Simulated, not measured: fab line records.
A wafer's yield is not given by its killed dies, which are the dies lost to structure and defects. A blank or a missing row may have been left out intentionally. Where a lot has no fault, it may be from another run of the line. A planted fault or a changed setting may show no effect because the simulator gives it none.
Matching of chambers | flow nandHarc | NHARC_A_STAIRCASE_DESCUM_291 on rieDiel-11 has 4 sister chambers
The step chemistry O2, time 3 s. 4 wafers are shown with their chamber, then 11 later ones without.

== WAFERS PAIRED WITH THEIR CHAMBERS ==
wafer  | chamber | showerheadPlenumPTorr (Torr)
L085.6 | 3       | 1.89
L084.2 | 1       | 1.79
L084.3 | 0       | 1.93
L088.1 | 2       | 1.93

== WAFERS MISSING THEIR CHAMBER ==
wafer  | showerheadPlenumPTorr (Torr)
L088.2 | 1.88
L088.4 | 1.93
L086.1 | 1.93
L086.3 | 1.79
L086.6 | 1.79
L090.2 | 1.93
L090.3 | 1.88
L090.4 | 1.93
L095.2 | 1.88
L095.4 | 1.93
L095.5 | 1.88

== CHAMBER TAKEN BY EACH ==
wafer  | from the rows above     | in truth
L088.2 | 3                       | 3
L088.4 | can't be placed: 0 or 2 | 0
L086.1 | can't be placed: 0 or 2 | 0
L086.3 | 1                       | 1
L086.6 | 1                       | 1
L090.2 | can't be placed: 0 or 2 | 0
L090.3 | 3                       | 3
L090.4 | can't be placed: 0 or 2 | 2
L095.2 | 3                       | 3
L095.4 | can't be placed: 0 or 2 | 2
L095.5 | 3                       | 3
Placed correctly: 6 of 11. From these rows, 5 cannot be placed; in 5 the true chamber is one of the candidates. Placed wrongly: 0.
How it was worked out, from the rows above alone: a wafer's distance from a chamber is the root of the sum, over the readings, of the square of ((its reading less the chamber's mean) divided by the reading's scatter). The wafer belongs to the nearest chamber; if the next one is less than 2 further off, it can't be placed. Each chamber's mean is taken over the wafers shown for it. The scatter (one wafer shown for each chamber): square how far every hidden wafer sits from the nearest shown wafer, average those squares and take the square root.
